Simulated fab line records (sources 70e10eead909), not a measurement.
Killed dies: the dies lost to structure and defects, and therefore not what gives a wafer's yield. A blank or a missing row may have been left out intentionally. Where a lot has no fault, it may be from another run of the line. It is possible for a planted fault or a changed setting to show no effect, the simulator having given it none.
One fault seen from 3 desks    flow nandHarc    only its own numbers are on each desk; what lay behind them is given at the end

## METROLOGY DESK
Means of the sampled wafers that have a number, per lot and without regard to the tool the lot ran on: this is what the gauges read. If a lot's mean is further than 4 standard deviations from the usual mean, the lot is out of limits and carries the mark OUT (the distance appears in the brackets).
Columns: A = thkNm at NHARC_A_BONDPAD_THK_MEAS_20, usual 170.0 nm; B = thkNm at NHARC_THIN_TSV_THK_MEAS_02, usual 3032 nm; C = cdNm at NHARC_THIN_TSV_CD_MEAS_16, usual 999.2 nm
lot   first seen here  A      B     C
L444  day 23 16:34     171.1  3043  1000.6
L448  day 24 06:06     170.6  3232  1000.5
L446  day 24 08:19     169.4  3108  998.3
L447  day 24 16:50     172.2  2870  999.7
L450  day 26 05:47     170.5  3144  999.5
L451  day 26 08:05     169.5  3069  997.8
L452  day 26 23:01     169.4  2800  999.2
L453  day 27 05:28     168.1  2771  1000.9
L455  day 28 14:20     169.8  3137  999.5
L462  day 30 10:40     169.9  2965  996.4
L465  day 31 19:56     169.9  2863  997.1
L467  day 32 10:47     171.5  3429  997.3
Result from this desk: across the 12 lots, nothing is out of limits.

## AT THE TOOL OWNER'S DESK: rieDiel-01
The tool's own readings at NHARC_THIN_TSV_ETCH_44 (etches the open film in CF4/O2, target depth 1594.2 nm, time 797.1 s): means of the sampled wafers that have a number, for each lot that ran on this tool. If a lot's mean is further than 4 standard deviations from the usual mean, the lot is out of limits and carries the mark OUT (the distance appears in the brackets).
Columns: A = drypumpMotorCurrentA at NHARC_THIN_TSV_ETCH_44, usual 5.7 A; B = oesProductAu at NHARC_THIN_TSV_ETCH_44, usual 0.999 a.u.; C = rfFwdPowerW at NHARC_THIN_TSV_ETCH_44, usual 299.8 W; D = rfVppV at NHARC_THIN_TSV_ETCH_44, usual 794 V; E = showerheadPlenumPTorr at NHARC_THIN_TSV_ETCH_44, usual 1.83 Torr; F = throttleValvePct at NHARC_THIN_TSV_ETCH_44, usual 16.915 %
lot   first seen here  A    B                 C                D    E     F
L446  day 24 21:08     5.2  0.990             298.7            793  1.82  16.915
L450  day 26 19:38     5.3  1.005             300.2            799  1.92  16.911
L453  day 27 20:50     4.9  0.994             299.3            796  1.85  16.908
L462  day 31 00:58     5.0  1.077 (+8.0) OUT  339.8 (+42) OUT  798  1.88  16.921
This desk finds L462 out of limits, L462 being first, at day 31 00:58 (oesProductAu at NHARC_THIN_TSV_ETCH_44). In limits: L446, L450, L453.

## THE DEFECT DESK
Inspection counts along the route, by lot: the mean over sampled wafers that carry a number. If a lot's mean is further than 4 standard deviations from the usual mean, the lot is out of limits and carries the mark OUT (the distance appears in the brackets).
Columns: A = rawDefectCount at NHARC_HYBRID_BOND_INSPECT_06, usual 87
lot   first seen here  A
L444  day 24 04:13     26
L448  day 24 16:03     106
L446  day 24 16:04     30
L447  day 25 06:10     68
L450  day 26 15:34     80
L451  day 26 15:34     116
L452  day 27 08:46     164
L453  day 27 17:49     82
L455  day 29 00:47     24
L462  day 30 20:49     62
L465  day 32 08:59     144
L467  day 32 22:40     47
Result from this desk: across the 12 lots, nothing is out of limits.

## ALL TOGETHER
The tool owner's desk had the chance to raise an alarm at day 31 00:58 on L462.
Metrology desk: nothing out of limits seen.
No out-of-limits result turned up at the defect desk.
The metrology desk holds a record of L462, inside its limits.
The defect desk has L462 on record, within its limits.
Of the lots named, all ran NHARC_THIN_TSV_ETCH_44 on rieDiel-01.

## WHAT THE SIMULATOR HAD INSERTED
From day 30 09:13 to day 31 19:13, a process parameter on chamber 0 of rieDiel-01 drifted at NHARC_THIN_TSV_ETCH_44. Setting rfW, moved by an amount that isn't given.
Struck lots among those shown: L462.
How many hours passed from the start of the fault until each desk's first out-of-limits reading: the tool owner's desk, 16.
